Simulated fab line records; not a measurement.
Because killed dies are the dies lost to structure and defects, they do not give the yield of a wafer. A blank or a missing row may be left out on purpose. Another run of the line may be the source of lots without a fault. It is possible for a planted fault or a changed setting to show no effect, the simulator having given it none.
Chamber matching + flow nandHarc + pecvd-01 running NHARC_A_ONON_D2_DEP_33: 3 sister chambers
The step deposits SiO2, target thk 200 nm. 14 wafers are shown with their chamber, then 7 later ones without.

## WAFERS WITH THEIR CHAMBER
| wafer  | chamber | heaterPowerW (W) | throttleValvePct (%) |
|--------|---------|------------------|----------------------|
| L079.1 | 2       | 427              | 16.2                 |
| L079.2 | 1       | 716              | 16.2                 |
| L079.4 | 2       | 454              | 16.1                 |
| L079.3 | 0       | 618              | 16.5                 |
| L079.5 | 0       | 641              | 16.3                 |
| L079.6 | 1       | 708              | 16.2                 |
| L081.3 | 0       | 734              | 16.7                 |
| L081.4 | 0       | 755              | 16.4                 |
| L081.5 | 1       | 656              | 16.0                 |
| L088.4 | 0       | 650              | 16.6                 |
| L088.5 | 2       | 455              | 16.7                 |
| L088.6 | 1       | 601              | 16.2                 |
| L089.4 | 2       | 521              | 16.3                 |
| L089.5 | 1       | 725              | 15.9                 |

SIGNATURES (averages over the wafers above)
| reading          | chamber 0 | chamber 1 | chamber 2 | scatter within a chamber |
|------------------|-----------|-----------|-----------|--------------------------|
| heaterPowerW     | 679.60    | 681.20    | 464.25    | 52.7                     |
| throttleValvePct | 16.500    | 16.100    | 16.325    | 0.188                    |
Rule: a wafer lies at a distance from a chamber equal to the root of the sum of squares, over the readings, of (its reading less the chamber's mean, divided by the reading's scatter). If the next closest chamber is less than 2 further off than the closest, the wafer can't be placed; otherwise it belongs to the closest. How the scatter is found: for the shown wafers, subtract from each reading the mean of its chamber, square and add these, divide the total by (wafers less chambers), then take the root.

## WAFERS MISSING THEIR CHAMBER
| wafer  | heaterPowerW (W) | throttleValvePct (%) |
|--------|------------------|----------------------|
| L089.6 | 698              | 16.9                 |
| L093.1 | 388              | 16.7                 |
| L093.5 | 676              | 16.6                 |
| L093.6 | 425              | 16.6                 |
| L097.2 | 684              | 16.2                 |
| L097.3 | 761              | 15.9                 |
| L097.5 | 734              | 15.7                 |

## EACH ONE'S CHAMBER
| wafer  | from the rows above     | in truth                   |
|--------|-------------------------|----------------------------|
| L089.6 | 0                       | 0                          |
| L093.1 | 2                       | 2                          |
| L093.5 | 0                       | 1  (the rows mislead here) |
| L093.6 | 2                       | 2                          |
| L097.2 | can't be placed: 1 or 0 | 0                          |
| L097.3 | can't be placed: 1 or 0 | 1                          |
| L097.5 | 1                       | 1                          |
Correctly placed: 4 of 7. From these rows, 2 cannot be placed; in 2 the true chamber is one of the candidates. Number placed wrongly: 1.
